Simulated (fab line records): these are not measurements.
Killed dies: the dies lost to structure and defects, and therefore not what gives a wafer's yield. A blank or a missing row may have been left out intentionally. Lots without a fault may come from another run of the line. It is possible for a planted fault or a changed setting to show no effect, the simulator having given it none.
Comparing a struck lot with a sound one -- flow n5 finfet -- 32 out of 1938 route steps
Sound: these wafers, L267.1, L267.4, L267.6. Struck: wafer L262.5 (L262.4, L262.6, from the same lot, were not struck and are left out); the cause is given at the end.
Per side, at each step with rows, come the tool, then ch with its chambers, and then its first start. Under that, the readings that differ: sound wafers -- struck wafers -- difference of the means -- sigmas: that difference in standard deviations of wafers without a fault.
alike: readings with means less than 2 such deviations apart, plus words and numbers identical on both sides. not compared: withheld readings, readings lacking a value on some wafer, bounds such as >300 that could conceal the same value, and numbers that have no deviation in the record and whose values overlap.
Wherever a step has rows on one side only, a row that says differs or no value, or a row with sigmas, the two part there. Numbers that don't overlap but have no deviation are shown without sigmas and don't part them. A reading missing from all wafers of one side parts the sides only when that side holds two or more wafers.

first, 12 steps without rows for these wafers: N5_HKMG_FIN_DESCUM_53 (chemistry O2, time 7.9 s); N5_HKMG_FIN_ETCH_54 (etches SiARC in CF4, target depth 45.5 nm, time 75.8 s); N5_HKMG_FIN_ETCH_55 (etches SOC in N2/H2, target depth 240 nm, time 300 s); N5_HKMG_FIN_STRIP_56 (strips in N2/H2); N5_HKMG_FIN_STRIP_57 (strips in CF4); N5_HKMG_FIN_ETCH_58 (etches SOC in N2/H2, target depth 215.8 nm, time 741 s); N5_HKMG_FIN_STRIP_93 (strips SOC in N2/H2, time 20 s); N5_HKMG_FIN_WET_ETCH_76 (etches Al2O3 in dNH4OH, stops on La2O3, target depth 2.25 nm, rinse time 30 s); N5_HKMG_FIN_STRIP_60 (strips in N2/H2, time 360 s); N5_HKMG_FIN_WET_ETCH_77 (etches La2O3 in dHCl, stops on HfO2, target depth 2 nm); N5_HKMG_FIN_WET_ETCH_78 (etches Al2O3 in dNH4OH, stops on La2O3, target depth 4.5 nm, rinse time 30 s); N5_HKMG_FIN_ALD_79 (deposits TiN, target thk 1.5 nm, pulse time 1 s, purge time 3 s).
N5_HKMG_FIN_CVD_62: deposits a-Si from Si2H6, target thk 3 nm, time 20.8 s.
  sound on thermal cvd si-01 ch 0,1, day 9 09:10; struck on thermal cvd si-02 ch 0, day 8 00:56
reading,sound,struck,difference,sigmas
susceptor temp C (C),499.82 500.24 499.86,500.54,+0.57,+2
  alike: heater power w
then, 15 steps without rows for these wafers: N5_HKMG_FIN_RTA_80 (time 2 s); N5_HKMG_FIN_PRECLEAN_64 (cleans in dHF, time 30 s); N5_HKMG_FIN_WET_ETCH_65 (etches a-Si in TMAH, stops on TiN, time 49 s, target depth 3 nm); N5_HKMG_FIN_WET_ETCH_81 (etches TiN in SC1, stops on HfO2, time 57 s, target depth 6 nm); N5_HKMG_FIN_WET_ETCH_82 (etches La2O3 in dHCl, stops on HfO2, target depth 2 nm, rinse time 30 s); N5_HKMG_FIN_ALD_36 (deposits TiN, target thk 1 nm, pulse time 1 s, purge time 3 s); N5_HKMG_FIN_PWFM_ALD_03 (deposits TiN, target thk 2 nm, pulse time 1 s, purge time 3 s); N5_HKMG_FIN_COAT_29 (time 60 s, resist thk 300 nm); N5_HKMG_FIN_COAT_30 (time 60 s, resist thk 35 nm); N5_HKMG_FIN_COAT_06 (resist thk 90 nm); N5_HKMG_FIN_EBR_08; N5_HKMG_FIN_SOFTBAKE_07 (time 60 s); N5_HKMG_FIN_EXPOSE_09 (exposes mask NWFM); N5_HKMG_FIN_PEB_10 (peb time 60 s); N5_HKMG_FIN_DEVELOP_11 (develop time 30 s).
N5_HKMG_FIN_INSPECT_14: inspects for defects (macro).
  sound on defect inspect-01, day 9 10:42; struck on defect inspect-01, day 8 02:29
reading,sound,struck,difference,sigmas
raw defect count,5 1 0,>300,differs,
then, 1 step without rows for these wafers: N5_HKMG_FIN_DESCUM_17 (chemistry O2, time 7.9 s).
-- the record jumps here: 5 days lie between the struck wafers' starts before and after (it left off in module HKMG_FIN and takes up again in module BEOL_M4, whose first step shown is number 1111 of the route) --
N5_BEOL_M4_RC_MEAS_101:
  sound on prober-02 ch 0, day 15 11:02; struck on prober-01 ch 0, day 13 03:44
reading,sound,struck,difference,sigmas
IOFF_P (nA/um),0.214 0.162 0.177,0.265,+0.081,+3
ION_N (uA/um),673 657 661,692,+28,+3
ION_P (uA/um),459 454 459,478,+21,+3
VT_N (mV),247.8 253.6 251.8,245.9,-5.2,-2
VT_P (mV),-249.9 -255.8 -254.9,-241.8,+11.7,+4
  alike: DIBL_N, DIBL_P, IOFF_N, SS_N, SS_P
-- record jumps: 5 days separate the struck wafers' starts on either side; left off in module BEOL_M4, taken up again in module PASSIVATION, whose first shown step is the route's number 1936 --
N5_PASSIVATION_PROBE_49:
  sound on prober-01, day 19 20:08; struck on prober-02, day 17 18:20
reading,sound,struck,difference,sigmas
defect limited yield (%),91.0 92.0 91.4,84.5,-7.0,-5
killed at front end,34 42 26,114,+80,+7
killed dies,106 94 101,183,+83,+5
killed on rim,10 10 15,31,+19,+5
sort_bin_5_function (%),4.7 4.1 5.3,8.5,+3.8,+4
sort_bin_6_memory (%),3.7 3.5 3.1,5.3,+1.9,+3
sort n pass,1074 1086 1079,997,-83,-5
sort yield pct (%),91.0 92.0 91.4,84.5,-7.0,-5
  alike: killed_at_M0_to_M3, killed_at_M4_up, killed at contacts, killed at other, killed open, killed short

== WHERE THEY PART ==
Last at N5_PASSIVATION_PROBE_49 as far as this record goes, first at N5_HKMG_FIN_CVD_62.

WHY: the cause the simulator had injected
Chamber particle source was thermal cvd si-02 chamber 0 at N5_HKMG_FIN_CVD_62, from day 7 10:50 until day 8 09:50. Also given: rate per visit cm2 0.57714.
